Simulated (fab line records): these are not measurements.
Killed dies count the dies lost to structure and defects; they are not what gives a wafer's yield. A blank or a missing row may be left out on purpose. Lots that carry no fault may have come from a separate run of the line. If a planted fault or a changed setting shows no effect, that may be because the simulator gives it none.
Chamber matching || flow nand_harc || NHARC_A_M1_DEP_33 on pecvd-02 has 3 sister chambers
The step deposits SiCN, target thk 30 nm. 14 wafers are shown with their chamber, then 7 later ones without.

## WAFERS WITH THEIR CHAMBER
{"wafer": "L076.2", "chamber": 0, "heater_power_w (W)": 461, "heater_power_outer_w (W)": 262}
{"wafer": "L076.3", "chamber": 1, "heater_power_w (W)": 577, "heater_power_outer_w (W)": 278}
{"wafer": "L076.5", "chamber": 2, "heater_power_w (W)": 440, "heater_power_outer_w (W)": 234}
{"wafer": "L082.2", "chamber": 1, "heater_power_w (W)": 669, "heater_power_outer_w (W)": 364}
{"wafer": "L082.3", "chamber": 0, "heater_power_w (W)": 536, "heater_power_outer_w (W)": 292}
{"wafer": "L082.4", "chamber": 0, "heater_power_w (W)": 528, "heater_power_outer_w (W)": 291}
{"wafer": "L087.2", "chamber": 1, "heater_power_w (W)": 683, "heater_power_outer_w (W)": 382}
{"wafer": "L087.3", "chamber": 2, "heater_power_w (W)": 496, "heater_power_outer_w (W)": 278}
{"wafer": "L087.4", "chamber": 1, "heater_power_w (W)": 697, "heater_power_outer_w (W)": 381}
{"wafer": "L091.1", "chamber": 1, "heater_power_w (W)": 578, "heater_power_outer_w (W)": 297}
{"wafer": "L091.3", "chamber": 0, "heater_power_w (W)": 551, "heater_power_outer_w (W)": 301}
{"wafer": "L091.5", "chamber": 0, "heater_power_w (W)": 535, "heater_power_outer_w (W)": 292}
{"wafer": "L092.1", "chamber": 0, "heater_power_w (W)": 540, "heater_power_outer_w (W)": 311}
{"wafer": "L092.3", "chamber": 2, "heater_power_w (W)": 455, "heater_power_outer_w (W)": 249}

SIGNATURES (means of the wafers above)
{"reading": "heater_power_w", "chamber 0": 525.17, "chamber 1": 640.80, "chamber 2": 463.67, "scatter within a chamber": 43.3}
{"reading": "heater_power_outer_w", "chamber 0": 291.50, "chamber 1": 340.40, "chamber 2": 253.67, "scatter within a chamber": 33.1}
Rule: distance of a wafer from a chamber = root of the sum over the readings of ((wafer's reading minus chamber's mean) / reading's scatter) squared. If the next closest chamber is less than 2 further off than the closest, the wafer can't be placed; otherwise it belongs to the closest. The scatter: take each reading less its chamber's mean, square it, sum over the shown wafers, divide by the number of wafers less the number of chambers, and take the root.

## WAFERS WITHOUT THEIR CHAMBER
{"wafer": "L092.5", "heater_power_w (W)": 651, "heater_power_outer_w (W)": 341}
{"wafer": "L093.3", "heater_power_w (W)": 411, "heater_power_outer_w (W)": 224}
{"wafer": "L093.4", "heater_power_w (W)": 420, "heater_power_outer_w (W)": 229}
{"wafer": "L093.5", "heater_power_w (W)": 634, "heater_power_outer_w (W)": 319}
{"wafer": "L097.3", "heater_power_w (W)": 544, "heater_power_outer_w (W)": 298}
{"wafer": "L097.4", "heater_power_w (W)": 552, "heater_power_outer_w (W)": 311}
{"wafer": "L097.5", "heater_power_w (W)": 424, "heater_power_outer_w (W)": 222}

## THE CHAMBER EACH PASSED THROUGH
{"wafer": "L092.5", "from the rows above": 1, "in truth": 1}
{"wafer": "L093.3", "from the rows above": "can't be placed: 2 or 0", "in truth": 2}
{"wafer": "L093.4", "from the rows above": "can't be placed: 2 or 0", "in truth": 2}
{"wafer": "L093.5", "from the rows above": "can't be placed: 1 or 0", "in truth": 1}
{"wafer": "L097.3", "from the rows above": "can't be placed: 0 or 2", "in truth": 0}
{"wafer": "L097.4", "from the rows above": "can't be placed: 0 or 1 or 2", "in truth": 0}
{"wafer": "L097.5", "from the rows above": "can't be placed: 2 or 0", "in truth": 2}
Correct placement for 1 of the 7. Unplaceable from these rows: 6, with the true chamber sitting among the candidates in 6. Wrongly placed: 0.
